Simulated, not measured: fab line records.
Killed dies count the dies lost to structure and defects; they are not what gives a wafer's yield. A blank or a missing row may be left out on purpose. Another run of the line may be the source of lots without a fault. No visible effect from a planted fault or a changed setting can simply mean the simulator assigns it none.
A struck lot beside a sound one :: flow nand_harc :: 14 steps out of a route of 1159
Sound: wafers L856.2, L856.5, L856.6. Wafers L866.1, L866.3, L866.5 were the ones struck. At the end, the cause is stated.
Order at every step that has rows: each side's tool, ch and its chambers, its first start. Under that, the readings that differ: sound wafers :: struck wafers :: difference of the means :: sigmas: that difference in standard deviations of wafers without a fault.
alike: same words and numbers on both sides, and readings whose means sit less than 2 such deviations apart. not compared: any withheld reading, any reading some wafer has no value for, any bound like >300 that may hide the same value, and any number with overlapping values for which the record gives no deviation.
Wherever a step has rows on one side only, a row that says differs or no value, or a row with sigmas, the two part there. Non-overlapping numbers with no deviation appear without sigmas and do not part them. A reading that every wafer of one side lacks parts them only if that side has two wafers or more.

first, 7 steps without rows for these wafers: NHARC_A_BONDPAD_COAT_33 (time 65 s); NHARC_A_BONDPAD_COAT_03 (resist thk 600 nm); NHARC_A_BONDPAD_SOFTBAKE_04 (time 70 s); NHARC_A_BONDPAD_EBR_05; NHARC_A_BONDPAD_EXPOSE_06 (exposes mask A BPAD); NHARC_A_BONDPAD_PEB_07 (peb time 80 s); NHARC_A_BONDPAD_DEVELOP_08 (time 50 s).
NHARC_A_BONDPAD_CD_MEAS_09: target cd 500 nm.
  sound on cd_sem-01 ch 0, day 18 13:23; struck on cd_sem-02 ch 0, day 20 16:43
  alike: cd_nm
NHARC_A_BONDPAD_OVL_MEAS_35:
  struck on overlay-01, day 20 16:47; sound on overlay-01, day 18 13:28
reading: overlay_y_nm (nm)
sound: -13 -14 -14
struck: 10 9 10
difference: +23
sigmas: +4
  alike: overlay_x_nm
then, 1 step without rows for these wafers: NHARC_A_BONDPAD_HARDBAKE_10 (time 65 s).
NHARC_A_BONDPAD_DESCUM_11: chemistry O2, time 3 s.
  sound on rie_diel-05 ch 0,1,2, day 18 13:37; struck on rie_diel-05 ch 0,1, day 20 16:55
  alike: drypump_motor_current_A, oes_product_au, rf_vpp_V, showerhead_plenum_p_Torr, throttle_valve_pct
  not compared: rf_hours_counter_h
NHARC_A_BONDPAD_ETCH_34: etches the open film in N2/H2, target depth 60 nm, overetch 18 nm, time 65.91 s.
  sound on rie_diel-05 ch 0,1,2, day 18 13:41; struck on rie_diel-05 ch 0,1,3, day 20 17:01
  alike: drypump_motor_current_A, h2_flow_sccm, oes_product_au, rf_fwd_power_W, rf_vpp_V, showerhead_plenum_p_Torr, throttle_valve_pct
  not compared: rf_hours_counter_h
NHARC_A_BONDPAD_ETCH_12: etches the open film in CHF3/O2, target depth 220 nm, time 110 s.
  sound on rie_diel-05 ch 1,2, day 18 13:46; struck on rie_diel-05 ch 0,1,3, day 20 17:07
reading: oes_product_au (a.u.)
sound: 0.957 0.980 0.963
struck: 0.720 0.715 0.710
difference: -0.252
sigmas: -11

reading: rf_fwd_power_W (W)
sound: 499.2 498.6 498.9
struck: 297.4 296.8 295.1
difference: -202.5
sigmas: -99 or more
  alike: drypump_motor_current_A, rf_vpp_V, showerhead_plenum_p_Torr, throttle_valve_pct
  not compared: rf_hours_counter_h
NHARC_A_BONDPAD_CD_MEAS_13:
  struck on cd_sem-02, day 20 17:14; sound on cd_sem-02, day 18 13:55
  alike: cd_nm

## WHERE THEY PART
First at NHARC_A_BONDPAD_OVL_MEAS_35; last, within this record, at NHARC_A_BONDPAD_ETCH_12. Later steps at which nothing parts them and some readings are alike: NHARC_A_BONDPAD_CD_MEAS_13.

WHY: what had been put in by the simulator
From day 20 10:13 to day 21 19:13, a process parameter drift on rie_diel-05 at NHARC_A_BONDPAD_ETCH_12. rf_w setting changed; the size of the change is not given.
